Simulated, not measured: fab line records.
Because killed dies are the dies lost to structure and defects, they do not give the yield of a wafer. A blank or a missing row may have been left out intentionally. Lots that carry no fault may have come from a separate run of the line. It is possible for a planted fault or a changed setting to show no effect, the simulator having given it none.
Split-lot trial | flow n5-finfet | 7 lots, 21 wafers read, on a route of 1938 steps

== SPLIT DETAILS ==
At N5_BEOL_M14_SPUTTER_43 (material TaN, target thk 15 nm, time 24.19 s), the setting power-w was moved away from the recipe's 15000 W on 2 of the 21 wafers read, by +15.7% to +17.3%. This setting was run at the recipe's value on the other wafers.

The split's own step is where the reading is taken.

== THE READING ==
TaN_of_BEOL_M14_SPUTTER_43.thk-nm (the simulator's own value, which no gauge read), in nm, at N5_BEOL_M14_SPUTTER_43 (material TaN, target thk 15 nm, time 24.19 s). There is no usual value for it anywhere in the file. Here, 19 wafers ran the recipe; their average is 15.1 nm with a standard deviation of 0.17 nm.

wafer  | tool, chamber at the split | power-w as run, W | against the recipe | TaN_of_BEOL_M14_SPUTTER_43.thk-nm, nm | against lot-mates on the recipe
L079.2 | pvd-sputter-01, -          | 15000             | recipe             | 15                                    | -
L079.5 | pvd-sputter-01, -          | 15000             | recipe             | 15                                    | -
L079.3 | pvd-sputter-01, -          | 17600             | +17.3%             | 17.4                                  | +2.4
L078.1 | pvd-sputter-01, -          | 15000             | recipe             | 15                                    | -
L078.3 | pvd-sputter-01, -          | 15000             | recipe             | 15                                    | -
L078.6 | pvd-sputter-01, -          | 15000             | recipe             | 15.2                                  | -
L082.2 | pvd-sputter-01, -          | 15000             | recipe             | 15.2                                  | -
L082.3 | pvd-sputter-01, -          | 15000             | recipe             | 15.4                                  | -
L082.4 | pvd-sputter-01, -          | 15000             | recipe             | 14.8                                  | -
L091.1 | pvd-sputter-03, -          | 15000             | recipe             | 14.8                                  | -
L091.2 | pvd-sputter-03, -          | 15000             | recipe             | 15                                    | -
L091.6 | pvd-sputter-03, -          | 15000             | recipe             | 15                                    | -
L094.1 | pvd-sputter-01, -          | 15000             | recipe             | 15                                    | -
L094.4 | pvd-sputter-01, -          | 15000             | recipe             | 14.8                                  | -
L094.5 | pvd-sputter-01, -          | 15000             | recipe             | 15.2                                  | -
L097.2 | pvd-sputter-01, -          | 15000             | recipe             | 15.2                                  | -
L097.5 | pvd-sputter-01, -          | 15000             | recipe             | 15.2                                  | -
L097.4 | pvd-sputter-01, -          | 15000             | recipe             | 15.4                                  | -
L095.1 | pvd-sputter-02, -          | 17360             | +15.7%             | 17.4                                  | +2.4
L095.2 | pvd-sputter-02, -          | 15000             | recipe             | 15                                    | -
L095.6 | pvd-sputter-02, -          | 15000             | recipe             | 15                                    | -

THE FIT
A straight line over all 21 wafers: TaN_of_BEOL_M14_SPUTTER_43.thk-nm changes by +0.141 nm for each +1% of power-w; r = +0.97; the points scatter about the line by 0.18 nm.
The same after taking each lot's own level away (the mean of its wafers on the recipe; 21 wafers): +0.145 nm for each +1%; r = +0.98; scatter 0.14 nm.
The reading moves by 2.5 nm for the largest change in power-w, on that fit.
The span of the lots' own levels, 14.93 to 15.27 nm, comes to 1.9 times the standard deviation stated above.
Consequently the slope shifts little with the lot-to-lot level, the two slopes agreeing.
Check: with one of the wafers moved furthest among these (+17.3%) left out of the fit, the line predicts +2.64 nm for it against its lot-mates. It came out at +2.4 nm against them.

== ADDITIONAL SPLITS CARRIED BY THESE WAFERS ==
Note: prior to the reading, these wafers also went through further splits. Each is held against what the fit with the lots' levels taken away leaves over:
other split on the same wafers    | wafers away from the commonest value | r with TaN_of_BEOL_M14_SPUTTER_43.thk-nm (lot level and that fit taken away)
N5_BEOL_M13_TRENCH_ETCH_34 time-s | 6                                    | -0.10

== FILE'S OWN FIT ==
TaN_of_BEOL_M14_SPUTTER_43.thk-nm changes by +0.145 nm for each +1% of power-w, r = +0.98.
